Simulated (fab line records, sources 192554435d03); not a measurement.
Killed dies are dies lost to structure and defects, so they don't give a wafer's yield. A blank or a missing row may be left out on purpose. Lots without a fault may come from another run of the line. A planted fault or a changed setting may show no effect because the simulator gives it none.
One fault seen from 2 desks | flow n5_finfet | each desk has only its own numbers; what lay behind them comes last

THE METROLOGY DESK
What the gauges read, lot by lot, whatever tool the lot ran on: means of the sampled wafers that have a number. A lot is out of limits, marked OUT, if its mean lies more than 4 standard deviations from the usual mean; the brackets give that distance.
Columns: A = MIM_TOP_OVL at N5_MIM_TOP_LITHO_OVL_MEAS_11, usual 0 nm
lot  | first seen here | A
L308 | day 12 02:40    | 1
L306 | day 12 05:06    | 2
L307 | day 12 08:44    | -1
L309 | day 12 22:10    | 1
L310 | day 12 23:41    | 7
L311 | day 13 09:44    | 2
L312 | day 13 10:49    | -5
L326 | day 16 21:16    | 6
L324 | day 17 03:00    | 4
L327 | day 17 03:02    | -0
This desk's finding: nothing out of limits on any of the 10 lots.

THE TOOL OWNER'S DESK: pvd_sputter-02
The tool's own readings at N5_BEOL_M2_SPUTTER_48 (material Cu, target thk 4.5 nm, time 8.29 s): means of the sampled wafers that have a number, for each lot that ran on this tool. A lot is out of limits, marked OUT, if its mean lies more than 4 standard deviations from the usual mean; the brackets give that distance.
Columns: A = throttle_valve_pct at N5_BEOL_M2_SPUTTER_48, usual 30.1 %
lot  | first seen here | A
L306 | day 7 03:55     | 29.5
L308 | day 7 08:02     | 30.2
L309 | day 7 19:02     | 29.7
L310 | day 7 22:13     | 30.0
L312 | day 8 11:25     | 30.7
L324 | day 11 04:55    | 29.5
This desk's finding: nothing out of limits on any of the 6 lots.

PUT TOGETHER
The metrology desk saw nothing out of limits.
The tool owner's desk saw nothing out of limits.

WHAT THE SIMULATOR HAD PUT IN
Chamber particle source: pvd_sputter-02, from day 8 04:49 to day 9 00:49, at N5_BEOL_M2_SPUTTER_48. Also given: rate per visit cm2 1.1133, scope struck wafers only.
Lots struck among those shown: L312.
